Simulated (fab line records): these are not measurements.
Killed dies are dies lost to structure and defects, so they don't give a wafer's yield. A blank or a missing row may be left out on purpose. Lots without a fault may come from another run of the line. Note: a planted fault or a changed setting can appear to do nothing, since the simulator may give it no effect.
Matching of chambers || flow n5Finfet || 4 sister chambers for N5_BEOL_M0_SAQP_CUT_ETCH_46 on rieDiel-06
The step etches SOC in N2/H2, target depth 135 nm, overetch 27 nm, time 202.5 s. 4 wafers are shown with their chamber, then 8 later ones without.

== WAFERS, EACH WITH ITS CHAMBER ==
{"wafer": "L082.5", "chamber": 1, "showerheadPlenumPTorr (Torr)": 2.71}
{"wafer": "L085.3", "chamber": 3, "showerheadPlenumPTorr (Torr)": 2.50}
{"wafer": "L085.5", "chamber": 2, "showerheadPlenumPTorr (Torr)": 2.51}
{"wafer": "L088.1", "chamber": 0, "showerheadPlenumPTorr (Torr)": 2.45}

== WAFERS WHOSE CHAMBER IS MISSING ==
{"wafer": "L088.2", "showerheadPlenumPTorr (Torr)": 2.70}
{"wafer": "L088.6", "showerheadPlenumPTorr (Torr)": 2.50}
{"wafer": "L096.1", "showerheadPlenumPTorr (Torr)": 2.70}
{"wafer": "L096.2", "showerheadPlenumPTorr (Torr)": 2.49}
{"wafer": "L096.5", "showerheadPlenumPTorr (Torr)": 2.44}
{"wafer": "L097.2", "showerheadPlenumPTorr (Torr)": 2.44}
{"wafer": "L097.3", "showerheadPlenumPTorr (Torr)": 2.70}
{"wafer": "L097.4", "showerheadPlenumPTorr (Torr)": 2.70}

== THE CHAMBER EACH PASSED THROUGH ==
{"wafer": "L088.2", "from the rows above": 1, "in truth": 1}
{"wafer": "L088.6", "from the rows above": "can't be placed: 3 or 2", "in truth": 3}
{"wafer": "L096.1", "from the rows above": 1, "in truth": 1}
{"wafer": "L096.2", "from the rows above": "can't be placed: 3 or 2", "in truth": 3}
{"wafer": "L096.5", "from the rows above": 0, "in truth": 0}
{"wafer": "L097.2", "from the rows above": 0, "in truth": 0}
{"wafer": "L097.3", "from the rows above": 1, "in truth": 1}
{"wafer": "L097.4", "from the rows above": 1, "in truth": 1}
Correctly placed: 6 of 8. From these rows, 2 cannot be placed; in 2 the true chamber is one of the candidates. Wrongly placed: 0.
How it was worked out, from the rows above alone: a wafer's distance from a chamber is the root of the sum, over the readings, of the square of ((its reading less the chamber's mean) divided by the reading's scatter). The wafer belongs to the nearest chamber; if the next one is less than 2 further off, it can't be placed. A chamber's mean is the mean of its shown wafers. The scatter (one wafer shown for each chamber): square how far every hidden wafer sits from the nearest shown wafer, average those squares and take the square root.
